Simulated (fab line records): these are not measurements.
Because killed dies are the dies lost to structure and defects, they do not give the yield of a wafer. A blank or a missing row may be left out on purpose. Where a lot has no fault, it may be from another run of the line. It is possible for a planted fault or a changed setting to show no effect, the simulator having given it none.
Problem report, 8D (eight disciplines) form, completed by code / flow n5Finfet / the parts of the form that need people (team, actions taken, sign-off) are left out

## 1. THE PROBLEM
A mean of 244.6 nm is read at N5_HKMG_FIN_CD_MEAS_49 for cdNm, taken on 1 wafer of 1 lot, against 202.1 nm (standard deviation 0.66) on wafers free of any fault. That puts it +64 standard deviations away from the usual mean.
The step: target cd 202 nm.
First seen on wafer L678.1, day 7 02:56, on cdSem-02. At this step, 27 wafers from 9 lots have a number in the record. Rule for "out" (also "out of limits"): further than 4 standard deviations from the usual mean. The rest of the wafers with a number are treated as sound.

## 2. WHAT IT IS, AND WHAT IT ISN'T
question=which readings at this step | is=cdNm | is not=-
question=which lots | is=L678 | is not=L667, L668, L670, L673, L675, L676, L687, L688
question=which wafers of those lots | is=L678.1 | is not=L678.3, L678.4
question=read on which gauges | is=cdSem-02 | is not=cdSem-01, cdSem-03
question=when | is=from day 7 02:56 | is not=up to then (20 sound wafers); but 6 sound wafers of L687, L688 came after

## 3. THE SUSPECTS, EACH WITH WHAT RULES IT OUT
Counting: a tool at a process step up to the reading stays a suspect if it ran every lot that is out. Sound lots after the first of them don't rule it out here, since some wafers of a struck lot are sound.
- the gauge at N5_HKMG_FIN_CD_MEAS_49 is ruled out. All the wafers that are out were read on cdSem-02, but those of them that N5_PASSIVATION_PROBE_49 has rows for are out there too, on other tools.
- aldSin-03 at N5_SDB_ALD_29 (deposits SiNx, target thk 30 nm, pulse time 1 s, ald cycles 600): kept. It processed L678, the lot that is out, at day 6 22:19, and its most recent sound lot before then was L676 at day 6 12:07.
- aldHk-01 at N5_HKMG_FIN_ALD_75 (deposits Al2O3, target thk 1 nm, co reactant pulse time 1 s): kept. It processed L678, the lot that is out, at day 7 02:31, and its most recent sound lot before then was L670 at day 4 22:11.
- arfiScanner-01 at N5_HKMG_FIN_EXPOSE_46 (exposes mask NDIPOLE): kept. It processed L678, the lot that is out, at day 7 02:49, and its most recent sound lot before then was L676 at day 6 16:52.
- In aldSin-03 at N5_SDB_ALD_29, the wafers that are out were processed in chamber 1 and their sound lot-mates in chambers 0, 2.
- In aldHk-01 at N5_HKMG_FIN_ALD_75, the wafers that are out were processed in chamber 1 and their sound lot-mates in chambers 0, 2.
Left after counting: aldSin-03 at N5_SDB_ALD_29, aldHk-01 at N5_HKMG_FIN_ALD_75, arfiScanner-01 at N5_HKMG_FIN_EXPOSE_46.

## 4. THE CAUSE (what the simulator had put in)
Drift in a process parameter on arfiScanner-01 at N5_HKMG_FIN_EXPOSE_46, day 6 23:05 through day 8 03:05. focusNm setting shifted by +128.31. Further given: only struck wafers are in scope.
After counting, 3 suspects remain, this tool included.

## 5. THE EFFECT CHAIN, in route order
Each row: a reading where the mean over the struck wafers with a number is more than 3 standard deviations away from the usual. Scope: only readings with a usual standard deviation given in the record; hours: median across lots of the time from each lot's start at the first step in this table that gives one to its start at this step; sigmas: change in usual standard deviations.
hours=0; step=N5_HKMG_FIN_CD_MEAS_49; reading=cdNm; usual=202.1 nm; on struck wafers=244.6; change=+42.5; sigmas=+64
hours=197; step=N5_PASSIVATION_PROBE_49; reading=defectLimitedYield; usual=91.3 %; on struck wafers=13.1; change=-78.2; sigmas=-52
hours=197; step=N5_PASSIVATION_PROBE_49; reading=killedAtFrontEnd; usual=40; on struck wafers=968; change=+928; sigmas=+84
hours=197; step=N5_PASSIVATION_PROBE_49; reading=killedDies; usual=103; on struck wafers=1025; change=+922; sigmas=+54
hours=197; step=N5_PASSIVATION_PROBE_49; reading=killedOnRim; usual=14; on struck wafers=152; change=+138; sigmas=+33
hours=197; step=N5_PASSIVATION_PROBE_49; reading=sortNPass; usual=1077; on struck wafers=155; change=-922; sigmas=-54
hours=197; step=N5_PASSIVATION_PROBE_49; reading=sortYieldPct; usual=91.3 %; on struck wafers=13.1; change=-78.2; sigmas=-52
Here are the process steps it includes:
- N5_PASSIVATION_PROBE_49

## 6. HOW IT WOULD HAVE BEEN CAUGHT EARLIER
The first out-of-limits reading at a measuring or inspecting step in this record came at day 7 02:56, 4 hours after the fault's start at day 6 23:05.
Each of the lots that are out, 1 in all, had begun N5_HKMG_FIN_EXPOSE_46 on arfiScanner-01 no later than day 7 02:56. Tool hold at that time: it would have spared none of them.
